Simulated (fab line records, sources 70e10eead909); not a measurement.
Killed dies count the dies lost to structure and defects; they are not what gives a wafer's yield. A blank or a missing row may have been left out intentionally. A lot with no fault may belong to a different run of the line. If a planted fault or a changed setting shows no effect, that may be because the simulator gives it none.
fab line records    flow nandHarc
[record] lots = 6  wafers = 17  lastDay = 33
route steps=1302 shown A_ONON_D1@428
lots that met no fault: from a run of the same line without faults
startH: hours from the record's first day to the start of the lot's first wafer shown    waitH: hours elapsed since this lot's preceding step    " repeats the value in the row above    L1.1+2: one row covering several wafers at once    - no value present, or no start provided    * or withheld: withheld    < > ~ a bound
route shown NAME@n: NAME is a module with steps in the file, n the number in the route of the first one    usual: mean/standard deviation taken from wafers without a fault    same: alike in all rows    chamber/n: place in a boat    sites: each site's reading    _std_site: the standard deviation of these    _edge_site: inner sites' mean taken away from outer sites' mean    radiusMm: how far each site lies from the wafer's centre    mask NAME#n: copy n    behind: the most recent tool/chamber to have shaped the wafer    hold: why the lot went on hold/how many hours it stayed there/how the hold came to an end    device: transistor that didn't switch, given as n, p or np    end of line: tests of these same wafers at the route's end    for a step that has no rows: nothing shown but its recipe    killed: the dies lost at the first sort to structure and to defects; this is not the yield of the wafer    map: per-die view of a wafer (x killed, . not killed, _ where there is no die)
set.NAME: the setting that was run; set.NAME@STEP: the one run at that earlier step    model.NAME: the simulator's own value behind a step, which no gauge read
a table for each step, a row for each wafer; lots at some steps of the route
services: the hour from which a tool's chamber was out of use, counted from the record's first day as startH (under 0 if before that day), plus the number of hours and why
[[steps]]
[step NHARC_A_ONON_D1_DEP_06]
[recipe] targetThkA = 10000  n2FlowSccm = 2750  n2oFlowSccm = 2000  nh3FlowSccm = 500  sih4FlowSccm = 210  tempC = 400
[step NHARC_A_ONON_D1_THK_MEAS_08]
[recipe] thkMeasGauge = ellipsometry
[usual] thkNm = 999/9.8
lot.wafer  tool          chamber  startH  waitH  thkNm
L914.1     filmMetro-01  -        181.87  -      1000
L914.5     "             -        "       "      999
L914.6     "             -        "       "      999
L919.2     filmMetro-01  -        231.45  -      996
L919.4     "             -        "       "      995
L919.5     "             -        "       "      997
L925.2     filmMetro-02  -        292.03  -      1002
L925.3     "             -        "       "      1002
L926.2     filmMetro-01  -        306.18  -      985
L926.5     "             -        "       "      989
L926.6     "             -        "       "      987
L933.3     filmMetro-02  -        369.36  -      994
L933.4     "             -        "       "      997
L933.6     "             -        "       "      995
L934.2     filmMetro-01  -        379.88  -      988
L934.4     "             -        "       "      989
L934.5     "             -        "       "      992
[step NHARC_A_ONON_D1_DEP_09]
[recipe] targetThkA = 10000  n2FlowSccm = 2750  n2oFlowSccm = 2000  nh3FlowSccm = 500  sih4FlowSccm = 210  tempC = 400
[step NHARC_A_ONON_D1_THK_MEAS_11]
[recipe] thkMeasGauge = ellipsometry
[usual] thkNm = 1000/11
lot.wafer  tool          chamber  startH  waitH  thkNm
L914.1     filmMetro-01  -        182.44  -      984
L914.5     "             -        "       "      983
L914.6     "             -        "       "      987
L919.2     filmMetro-01  -        232.02  -      1003
L919.4     "             -        "       "      1005
L919.5     "             -        "       "      1003
L925.2     filmMetro-02  -        292.60  -      1004
L925.3     "             -        "       "      1005
L926.2     filmMetro-01  -        306.75  -      987
L926.5     "             -        "       "      988
L926.6     "             -        "       "      987
L933.3     filmMetro-02  -        369.93  -      1004
L933.4     "             -        "       "      1004
L933.6     "             -        "       "      1004
L934.2     filmMetro-01  -        380.45  -      1002
L934.4     "             -        "       "      1002
L934.5     "             -        "       "      1004
[step NHARC_A_ONON_D1_DEP_12]
[recipe] targetThkA = 10000  n2FlowSccm = 2750  n2oFlowSccm = 2000  nh3FlowSccm = 500  sih4FlowSccm = 210  tempC = 400
[step NHARC_A_ONON_D1_THK_MEAS_14]
[recipe] thkMeasGauge = ellipsometry
[usual] thkNm = 999/8.6
lot.wafer  tool          chamber  startH  waitH  thkNm
L914.1     filmMetro-02  -        183.01  -      993
L914.5     "             -        "       "      992
L914.6     "             -        "       "      994
L919.2     filmMetro-01  -        232.57  -      997
L919.4     "             -        "       "      999
L919.5     "             -        "       "      999
L925.2     filmMetro-01  -        293.17  -      1005
L925.3     "             -        "       "      1005
L926.2     filmMetro-01  -        307.31  -      1007
L926.5     "             -        "       "      1007
L926.6     "             -        "       "      1006
L933.3     filmMetro-02  -        370.49  -      995
L933.4     "             -        "       "      995
L933.6     "             -        "       "      996
L934.2     filmMetro-01  -        381.02  -      996
L934.4     "             -        "       "      998
L934.5     "             -        "       "      995
[step NHARC_A_ONON_D1_ANNEAL_15]
[recipe] tempC = 750  timeS = 3600
[step NHARC_A_ONON_D1_DEP_16]
[recipe] targetThkA = 10000  n2FlowSccm = 2750  n2oFlowSccm = 2000  nh3FlowSccm = 500  sih4FlowSccm = 210  tempC = 400
[step NHARC_A_ONON_D1_THK_MEAS_18]
[recipe] thkMeasGauge = ellipsometry
[usual] thkNm = 997/11
lot.wafer  tool          chamber  startH  waitH  thkNm
L914.1     filmMetro-02  -        190.79  -      991
L914.5     "             -        "       "      991
L914.6     "             -        "       "      990
L919.2     filmMetro-02  -        240.17  -      1007
L919.4     "             -        "       "      1006
L919.5     "             -        "       "      1006
L925.2     filmMetro-02  -        304.40  -      995
L925.3     "             -        "       "      997
L926.2     filmMetro-02  -        318.09  -      993
L926.5     "             -        "       "      993
L926.6     "             -        "       "      996
L933.3     filmMetro-01  -        380.12  -      985
L933.4     "             -        "       "      982
L933.6     "             -        "       "      983
L934.2     filmMetro-01  -        388.81  -      1018
L934.4     "             -        "       "      1017
L934.5     "             -        "       "      1015
[step NHARC_A_ONON_D1_DEP_19]
[recipe] targetThkA = 10000  n2FlowSccm = 2750  n2oFlowSccm = 2000  nh3FlowSccm = 500  sih4FlowSccm = 210  tempC = 400
[step NHARC_A_ONON_D1_THK_MEAS_21]
[recipe] thkMeasGauge = ellipsometry
[usual] thkNm = 1004/8.9
lot.wafer  tool          chamber  startH  waitH  thkNm
L914.1     filmMetro-02  -        191.36  -      1008
L914.5     "             -        "       "      1010
L914.6     "             -        "       "      1009
L919.2     filmMetro-02  -        240.74  -      988
L919.4     "             -        "       "      989
L919.5     "             -        "       "      990
L925.2     filmMetro-01  -        304.97  -      1010
L925.3     "             -        "       "      1012
L926.2     filmMetro-02  -        318.66  -      998
L926.5     "             -        "       "      997
L926.6     "             -        "       "      997
L933.3     filmMetro-01  -        380.68  -      1004
L933.4     "             -        "       "      1006
L933.6     "             -        "       "      1005
L934.2     filmMetro-01  -        389.40  -      1005
L934.4     "             -        "       "      1004
L934.5     "             -        "       "      1004
[step NHARC_A_ONON_D1_DEP_22]
[recipe] targetThkA = 10000  n2FlowSccm = 2750  n2oFlowSccm = 2000  nh3FlowSccm = 500  sih4FlowSccm = 210  tempC = 400
lot.wafer   tool          chamber  startH  waitH
L914.1+5+6  pecvdOnon-03  0        191.42  0.1
L919.2+4+5  pecvdOnon-02  0        240.85  0.1
L925.2+3    pecvdOnon-02  0        305.08  0.1
L926.2+5+6  pecvdOnon-02  0        318.78  0.1
L933.3+4+6  pecvdOnon-03  0        380.85  0.2
L934.2+4+5  pecvdOnon-03  0        389.52  0.1
[step NHARC_A_ONON_D1_THK_MEAS_24]
[recipe] thkMeasGauge = ellipsometry
[usual] thkNm = 998/7.8
lot.wafer  tool          chamber  startH  waitH  hold                     thkNm
L914.1     filmMetro-02  -        191.93  -      -                        996
L914.5     "             -        "       "      -                        997
L914.6     "             -        "       "      -                        996
L919.2     filmMetro-01  -        241.30  -      -                        1001
L919.4     "             -        "       "      -                        1001
L919.5     "             -        "       "      -                        1000
L925.2     filmMetro-01  -        305.54  -      awaitDispo/0.2h/release  964
L925.3     "             -        "       "      awaitDispo/0.2h/release  963
L925.2     filmMetro-01  -        305.71  0.2    -                        964
L925.3     "             -        "       "      -                        963
L926.2     filmMetro-01  -        319.23  -      awaitDispo/0.2h/release  943
L926.5     "             -        "       "      awaitDispo/0.2h/release  988
L926.6     "             -        "       "      awaitDispo/0.2h/release  942
L926.2     filmMetro-01  -        319.40  0.2    -                        943
L926.5     "             -        "       "      -                        988
L926.6     "             -        "       "      -                        943
L933.3     filmMetro-01  -        381.25  -      -                        989
L933.4     "             -        "       "      -                        990
L933.6     "             -        "       "      -                        989
L934.2     filmMetro-01  -        389.97  -      -                        989
L934.4     "             -        "       "      -                        989
L934.5     "             -        "       "      -                        990
[[services]]
tool          chamber  startH  hours  kind
pecvdOnon-02  -        185.00  13.0   pm
pecvdOnon-03  -        227.04  13.0   pm
pecvdOnon-02  -        243.80  2.7    repair
pecvdOnon-02  -        366.00  13.0   pm
[[key]]
[firstSign] step = NHARC_A_ONON_D1_THK_MEAS_24  reading = visit  direction = added
[effect] step = NHARC_A_ONON_D1_THK_MEAS_24  reading = thkNm  direction = down  sigmas = 5.8  usual = 998  struck = 953
metAt NHARC_A_ONON_D1_DEP_22
struckWafers L925.2,L925.3,L926.2,L926.6
laterRowsLeftOut L925.2,L925.3,L926.2,L926.6
sortLeftOut L925.2,L925.3,L926.2,L926.6
testerLeftOut L925,L926
onsetBetween 240.85 305.08
[fault] kind = processParameterDrift  tool = pecvdOnon-02  chamber = -  onsetH = 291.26  steps = NHARC_A_ONON_D1_DEP_22  channel = targetThkA  offset = *  shape = step  endH = 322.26  scope = struckWafersOnly  actsIn = *  stated = *
// testerLeftOut: of these lots the tester's yield and bins aren't shown, on N5 and GAA mostly nor the transistor test; their killed dies are dies lost to structure and defects alone, not to doping, threshold or leakage, so they don't give the yield
// sortLeftOut: the simulated sort isn't trusted on such a fault, so these wafers' sort isn't shown, and their yield isn't known
// laterRowsLeftOut: the simulator's readings of these wafers behind a module that went badly wrong aren't trusted and aren't shown, but for the sort
